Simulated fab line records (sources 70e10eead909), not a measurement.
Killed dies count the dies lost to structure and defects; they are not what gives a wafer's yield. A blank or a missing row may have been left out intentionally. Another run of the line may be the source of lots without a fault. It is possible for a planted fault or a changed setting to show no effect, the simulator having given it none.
fab line records    flow nand-harc
record lots=14  wafers=42  last-day=33
route steps=1302 shown A_CONTACT@1059
lots with no fault: from the same line, run without faults
start-h: start of the lot's first displayed wafer, in hours after the record's first day    wait-h: hours elapsed since this lot's preceding step    " as in the row above    L1.1+2: a single row standing in for several wafers    - value missing, or start not given    * or withheld: withheld    < > ~ a bound
route shown NAME@n: names a module that has steps shown in the file, with the first one's number in the route    usual: mean/standard deviation of fault-free wafers    same: alike in all rows    chamber/n: place in a boat    sites: readings site by site    _std_site: how widely they spread, as a standard deviation    _edge_site: outer sites' mean less inner sites'    radius-mm: how far each site lies from the wafer's centre    mask NAME#n: copy n    behind: tool/chamber where the wafer was last shaped    hold: why the lot was held/for how many hours/how that ended    device: which transistor (n, p or np) failed to switch    end of line: tests run on the same wafers once the route is complete    step lacking rows: just its recipe    killed: dies lost to structure and defects at the first sort, not the wafer's yield    map: shows each die of a wafer: x if killed, . if not, _ if none is there
set.NAME: the setting as run; set.NAME@STEP: as run at that earlier step    model.NAME: the simulator's own value behind a step, which no gauge read
one table for each step of the route and one row for each wafer, over a sample of lots
services: from which hour (start-h, from the record's first day; less than 0 if before it) a tool's chamber was out of use, for how many hours, and why
## steps
# step NHARC_A_CONTACT_CD_MEAS_80
# usual cd-nm=289.3/0.8
lot.wafer  tool       chamber  start-h  wait-h  cd-nm
L413.3     cd-sem-01  -        522.70   -       289.1
L413.4     "          -        "        "       289.5
L413.5     "          -        "        "       288.9
L412.1     cd-sem-02  -        523.32   -       290.6
L412.4     "          -        "        "       290.0
L412.6     "          -        "        "       289.9
L418.1     cd-sem-03  -        553.78   -       289.4
L418.5     "          -        "        "       289.4
L418.6     "          -        "        "       289.0
L416.3     cd-sem-03  -        564.57   -       289.5
L416.4     "          -        "        "       289.0
L416.6     "          -        "        "       289.2
L419.2     cd-sem-01  -        575.19   -       288.2
L419.4     "          -        "        "       288.4
L419.5     "          -        "        "       287.6
L420.3     cd-sem-02  -        587.90   -       289.8
L420.4     "          -        "        "       290.1
L420.6     "          -        "        "       289.6
L421.1     cd-sem-03  -        589.67   -       289.6
L421.4     "          -        "        "       289.5
L421.5     "          -        "        "       289.8
L423.1     cd-sem-01  -        608.35   -       290.2
L423.3     "          -        "        "       289.9
L423.4     "          -        "        "       290.1
L422.2     cd-sem-03  -        612.68   -       288.7
L422.3     "          -        "        "       288.5
L422.5     "          -        "        "       288.8
L427.2     cd-sem-01  -        650.54   -       289.4
L427.3     "          -        "        "       289.8
L427.6     "          -        "        "       290.4
L433.1     cd-sem-01  -        716.37   -       290.1
L433.3     "          -        "        "       290.0
L433.5     "          -        "        "       290.4
L432.1     cd-sem-03  -        720.39   -       289.3
L432.4     "          -        "        "       289.8
L432.6     "          -        "        "       289.0
L434.3     cd-sem-02  -        721.13   -       288.5
L434.4     "          -        "        "       288.7
L434.5     "          -        "        "       288.8
L435.1     cd-sem-01  -        743.65   -       288.9
L435.4     "          -        "        "       288.8
L435.5     "          -        "        "       289.3
# step NHARC_A_CONTACT_ETCH_134
# recipe source-w=withheld  pressure-mtorr=20  bias-v=withheld  time-s=140  target-depth-a=7000  ar-flow-sccm=withheld  c4f8-flow-sccm=withheld  o2-flow-sccm=withheld  chemistry=C4F8/O2/Ar
# usual chamber-pressure-mTorr=20.000/0.018  oes-air-line-au=0.997/0.022
lot.wafer  tool             chamber  start-h  wait-h  chamber-pressure-mTorr  oes-air-line-au  rf-hours-counter-h
L413.3     har-cap-etch-02  1        527.65   -       20.016                  1.019            -
L413.4     "                0        "        "       20.013                  1.005            -
L413.5     "                1        "        "       19.982                  0.994            -
L412.1     har-cap-etch-03  1        528.07   -       20.021                  1.028            49
L412.4     "                0        "        "       20.048                  1.020            -
L412.6     "                1        "        "       19.988                  0.996            -
L418.1     har-cap-etch-02  0        565.32   -       19.971                  0.972            99
L418.5     "                0        "        "       19.999                  0.940            -
L418.6     "                1        "        "       20.026                  0.998            -
L416.4     har-cap-etch-01  0        573.71   -       19.962                  0.971            -
L416.3     "                1        "        "       19.976                  0.980            -
L416.6     "                1        "        "       20.004                  1.004            -
L419.2     har-cap-etch-03  0        580.23   -       19.977                  1.027            60
L419.4     "                0        "        "       19.993                  1.017            -
L419.5     "                0        "        "       20.019                  1.037            -
L420.4     har-cap-etch-02  0        597.18   -       19.983                  1.020            -
L420.3     "                1        "        "       20.003                  0.998            -
L420.6     "                0        "        "       20.015                  0.985            -
L421.1     har-cap-etch-01  0        597.49   -       20.022                  1.022            16
L421.4     "                1        "        "       20.008                  0.976            -
L421.5     "                0        "        "       20.003                  1.017            -
L423.1     har-cap-etch-03  0        613.14   -       -                       -                -
L423.3     "                0        "        "       -                       -                -
L423.4     "                1        "        "       -                       -                -
L422.2     har-cap-etch-01  1        618.70   -       -                       -                -
L422.3     "                0        "        "       -                       -                -
L422.5     "                1        "        "       -                       -                -
L427.2     har-cap-etch-03  1        656.37   -       19.982                  1.019            74
L427.3     "                0        "        "       19.984                  1.019            -
L427.6     "                0        "        "       19.999                  1.042            -
L433.1     har-cap-etch-01  0        721.11   -       20.022                  0.976            37
L433.3     "                1        "        "       19.982                  0.986            -
L433.5     "                1        "        "       20.010                  1.025            -
L432.1     har-cap-etch-01  1        725.92   -       20.024                  0.994            39
L432.4     "                1        "        "       20.028                  0.997            -
L432.6     "                1        "        "       20.001                  0.983            -
L434.4     har-cap-etch-03  0        729.40   -       20.003                  0.986            -
L434.3     "                1        "        "       20.020                  0.989            -
L434.5     "                1        "        "       19.985                  1.006            -
L435.1     har-cap-etch-02  1        748.71   -       19.986                  0.993            135
L435.4     "                0        "        "       20.019                  0.985            -
L435.5     "                1        "        "       19.989                  1.002            -
# step NHARC_A_CONTACT_ETCH_137
# recipe source-w=withheld  pressure-mtorr=20  bias-v=1200  time-s=311  target-depth-a=19120  ar-flow-sccm=withheld  c4f8-flow-sccm=withheld  o2-flow-sccm=withheld  chemistry=C4F8/O2/Ar
# usual chamber-pressure-mTorr=19.998/0.017  oes-air-line-au=1.001/0.021
lot.wafer  tool             chamber  start-h  wait-h  chamber-pressure-mTorr  oes-air-line-au  rf-hours-counter-h
L413.3     har-cap-etch-02  1        528.43   0.2     20.022                  0.985            -
L413.4     "                0        "        "       20.052                  0.955            -
L413.5     "                1        "        "       19.990                  1.005            -
L412.1     har-cap-etch-03  1        528.81   0.2     19.987                  1.016            50
L412.4     "                0        "        "       19.986                  1.000            -
L412.6     "                1        "        "       20.011                  0.987            -
L418.1     har-cap-etch-02  0        566.06   0.2     19.996                  0.978            100
L418.5     "                0        "        "       20.012                  0.984            -
L418.6     "                1        "        "       20.016                  0.974            -
L416.4     har-cap-etch-01  0        574.75   0.3     19.997                  1.002            -
L416.3     "                1        "        "       20.005                  0.989            -
L416.6     "                1        "        "       20.016                  0.997            -
L419.2     har-cap-etch-03  0        581.00   0.2     20.011                  0.981            61
L419.4     "                0        "        "       20.005                  1.001            -
L419.5     "                0        "        "       20.003                  1.013            -
L420.4     har-cap-etch-02  0        597.94   0.2     20.003                  1.015            -
L420.3     "                1        "        "       19.957                  0.998            -
L420.6     "                0        "        "       19.959                  1.018            -
L421.1     har-cap-etch-01  0        598.47   0.3     20.014                  1.010            16
L421.4     "                1        "        "       20.002                  0.985            -
L421.5     "                0        "        "       19.981                  0.976            -
L423.1     har-cap-etch-03  0        613.88   0.2     19.992                  0.963            67
L423.3     "                0        "        "       19.998                  1.005            -
L423.4     "                1        "        "       19.988                  1.009            -
L422.2     har-cap-etch-01  1        619.44   0.2     19.983                  0.999            20
L422.3     "                0        "        "       20.001                  1.017            -
L422.5     "                1        "        "       20.008                  0.986            -
L427.2     har-cap-etch-03  1        657.11   0.2     19.975                  1.033            74
L427.3     "                0        "        "       19.992                  1.011            -
L427.6     "                0        "        "       19.980                  1.027            -
L433.1     har-cap-etch-01  0        722.11   0.3     20.006                  0.984            38
L433.3     "                1        "        "       19.998                  1.007            -
L433.5     "                1        "        "       20.003                  0.999            -
L432.1     har-cap-etch-01  1        726.72   0.2     20.033                  0.998            39
L432.4     "                1        "        "       19.982                  1.016            -
L432.6     "                1        "        "       20.030                  0.986            -
L434.4     har-cap-etch-03  0        730.17   0.2     19.987                  1.001            -
L434.3     "                1        "        "       20.013                  1.040            -
L434.5     "                1        "        "       19.984                  1.011            -
L435.1     har-cap-etch-02  1        749.46   0.2     20.004                  1.023            135
L435.4     "                0        "        "       19.992                  1.003            -
L435.5     "                1        "        "       20.020                  0.990            -
# step NHARC_A_CONTACT_ETCH_98
# recipe target-depth-a=200  over-etch-frac=0.5  time-s=10  ion-energy-ev=250  c4f6-flow-sccm=25  o2-flow-sccm=20  ar-flow-sccm=500  rf-w=600  bias-w=500  chemistry=C4F6/O2
# usual bias-w=500.1/1.4  c4f6-flow-sccm=25.00/0.076  drypump-motor-current-A=5.6/0.38  oes-product-au=0.966/0.024  rf-fwd-power-W=586.3/2.7  rf-vpp-V=546.4/2.3  showerhead-plenum-p-Torr=3.90/0.1  throttle-valve-pct=26.904/0.0097
lot.wafer  tool         chamber  start-h  wait-h  bias-w  c4f6-flow-sccm  drypump-motor-current-A  oes-product-au  rf-fwd-power-W  rf-hours-counter-h  rf-vpp-V  showerhead-plenum-p-Torr  throttle-valve-pct
L413.4     rie-diel-05  0        -        -       498.9   25.00           5.9                      0.995           583.8           35                  542.2     3.68                      26.895
L413.3     "            3        "        "       500.9   25.00           6.3                      1.000           590.0           31                  549.2     4.10                      26.907
L413.5     "            0        "        "       498.4   25.04           5.9                      0.989           583.7           -                   540.9     3.68                      26.915
L412.1     rie-diel-09  3        530.08   0.1     500.5   24.94           5.6                      1.006           593.5           7                   546.2     3.90                      26.901
L412.4     "            0        "        "       499.7   25.07           6.1                      0.999           582.2           -                   547.6     3.94                      26.896
L412.6     "            2        "        "       499.9   24.89           5.8                      1.006           588.7           -                   542.0     3.71                      26.909
L418.1     rie-diel-13  1        -        -       499.3   25.12           5.4                      0.978           585.7           8                   544.4     3.82                      26.885
L418.5     "            3        "        "       501.2   24.98           5.4                      0.961           584.1           -                   547.3     3.92                      26.895
L418.6     "            0        "        "       498.5   25.12           5.7                      0.964           583.5           -                   546.7     3.87                      26.906
L416.3     rie-diel-13  0        -        -       501.5   24.93           5.7                      0.932           584.8           10                  544.2     3.87                      26.908
L416.4     "            1        "        "       501.1   24.91           5.4                      0.955           585.6           11                  544.6     3.82                      26.891
L416.6     "            3        "        "       501.6   25.04           5.4                      0.945           588.2           -                   546.5     3.92                      26.919
L419.2     rie-diel-13  0        -        -       497.8   25.11           5.7                      0.936           583.7           11                  545.9     3.87                      26.887
L419.4     "            2        "        "       499.6   24.83           6.0                      0.941           593.3           9                   549.4     4.03                      26.906
L419.5     "            0        "        "       499.7   25.00           5.7                      0.940           585.1           -                   543.2     3.87                      26.904
L420.4     rie-diel-13  0        -        -       500.2   24.98           5.7                      0.959           584.3           14                  547.1     3.86                      26.905
L420.3     "            1        "        "       499.8   25.01           5.4                      0.980           586.6           15                  543.4     3.82                      26.909
L420.6     "            3        "        "       504.2   25.11           5.4                      0.980           586.6           -                   548.1     3.92                      26.889
L421.4     rie-diel-13  1        -        -       496.9   25.08           5.4                      0.947           587.0           16                  543.8     3.82                      26.902
L421.1     "            3        "        "       500.0   24.98           5.4                      0.926           585.1           13                  547.5     3.92                      26.894
L421.5     "            1        "        "       496.5   25.02           5.4                      0.949           588.5           -                   544.2     3.82                      26.911
L423.3     rie-diel-13  2        -        -       499.8   24.99           6.0                      0.959           592.4           15                  548.0     4.03                      26.905
L423.4     "            3        "        "       501.9   25.01           5.4                      0.965           584.7           16                  547.1     3.92                      26.901
L423.1     "            1        "        "       497.5   25.09           5.3                      0.961           584.5           18                  544.5     3.81                      26.911
L422.3     rie-diel-13  3        -        -       501.2   24.95           5.4                      0.943           583.8           17                  546.0     3.92                      26.899
L422.2     "            0        "        "       500.0   24.94           5.7                      0.947           583.2           18                  545.3     3.86                      26.893
L422.5     "            3        "        "       500.5   24.97           5.4                      0.946           585.5           -                   547.3     3.92                      26.895
L427.2     rie-diel-05  2        -        -       499.6   24.94           4.7                      1.006           583.9           20                  545.9     3.86                      26.911
L427.3     "            3        "        "       500.5   24.90           6.4                      1.009           584.6           16                  550.9     4.07                      26.902
L427.6     "            2        "        "       500.1   24.91           4.7                      0.997           585.1           -                   545.7     3.86                      26.909
L433.1     rie-diel-05  1        -        -       501.6   24.97           5.3                      0.956           586.2           46                  547.2     3.99                      26.908
L433.3     "            2        "        "       498.3   25.05           4.7                      0.951           585.2           36                  545.9     3.85                      26.903
L433.5     "            2        "        "       500.7   24.99           4.7                      0.954           586.2           -                   545.2     3.85                      26.909
L432.4     rie-diel-13  3        -        -       502.5   24.99           5.4                      0.930           583.7           4                   547.3     3.91                      26.911
L432.1     "            0        "        "       498.2   25.12           5.7                      0.944           585.3           4                   544.3     3.85                      26.903
L432.6     "            1        "        "       501.6   25.00           5.4                      0.955           584.5           -                   545.6     3.80                      26.906
L434.3     rie-diel-13  2        -        -       500.1   24.98           6.0                      0.999           590.0           3                   549.8     4.02                      26.892
L434.4     "            0        "        "       500.8   25.06           5.7                      0.986           587.6           4                   545.7     3.85                      26.899
L434.5     "            1        "        "       502.3   25.09           5.4                      0.999           586.8           -                   545.5     3.80                      26.914
L435.4     rie-diel-05  0        -        -       498.6   25.17           5.8                      0.951           586.3           59                  541.6     3.63                      26.891
L435.1     "            3        "        "       499.7   24.97           6.3                      0.956           583.9           55                  550.0     4.05                      26.902
L435.5     "            0        "        "       500.2   25.01           5.9                      0.958           586.4           -                   541.0     3.63                      26.897
## services
tool             chamber  start-h  hours  kind
rie-diel-09      1        504.56   7.8    repair
rie-diel-13      0        506.82   -      clean
rie-diel-13      1        506.82   -      clean
rie-diel-13      2        506.82   -      clean
rie-diel-13      3        506.82   -      clean
har-cap-etch-01  0        514.00   -      clean
har-cap-etch-01  0        514.00   -      consumable-replace:focus-ring
har-cap-etch-01  1        514.00   -      clean
har-cap-etch-01  1        514.00   -      consumable-replace:focus-ring
har-cap-etch-02  -        516.00   0.9    repair
rie-diel-13      -        526.35   9.0    pm
rie-diel-13      0        526.35   9.0    vent-cycle
rie-diel-13      1        526.35   9.0    vent-cycle
rie-diel-13      2        526.35   9.0    vent-cycle
rie-diel-09      3        560.62   8.5    repair
rie-diel-13      3        562.61   3.0    repair
rie-diel-09      1        566.46   6.7    repair
rie-diel-13      2        569.99   3.3    repair
rie-diel-05      -        587.88   9.0    pm
rie-diel-09      2        631.50   4.8    repair
rie-diel-09      -        674.19   9.0    pm
rie-diel-05      2        693.72   16.0   repair
rie-diel-13      -        703.35   9.0    pm
har-cap-etch-03  -        725.51   1.7    repair
## key
first-sign step=NHARC_A_CONTACT_ETCH_134  reading=tool-record  direction=missing
effect none on later readings
met-at NHARC_A_CONTACT_ETCH_134
struck-lots L422,L423
later-rows-left-out L422.2,L422.3,L422.5,L423.1,L423.3,L423.4
sort-left-out L422.2,L422.3,L422.5,L423.1,L423.3,L423.4
tester-left-out L422,L423
not-acting-at NHARC_A_CONTACT_CD_MEAS_80,NHARC_A_CONTACT_ETCH_137,NHARC_A_CONTACT_ETCH_98
onset-between 597.49 613.14
fault kind=skipped-step-whole  tool=har-cap-etch-01,har-cap-etch-03  chamber=-  onset-h=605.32  steps=NHARC_A_CONTACT_ETCH_134  scope=struck-lots-only
# tester-left-out: of these lots the tester's yield and bins aren't shown, on N5 and GAA mostly nor the transistor test; their killed dies are dies lost to structure and defects alone, not to doping, threshold or leakage, so they don't give the yield
# sort-left-out: the simulated sort isn't trusted on such a fault, so these wafers' sort isn't shown, and their yield isn't known
# later-rows-left-out: the simulator's readings of these wafers behind a module that went badly wrong aren't trusted and aren't shown, but for the sort
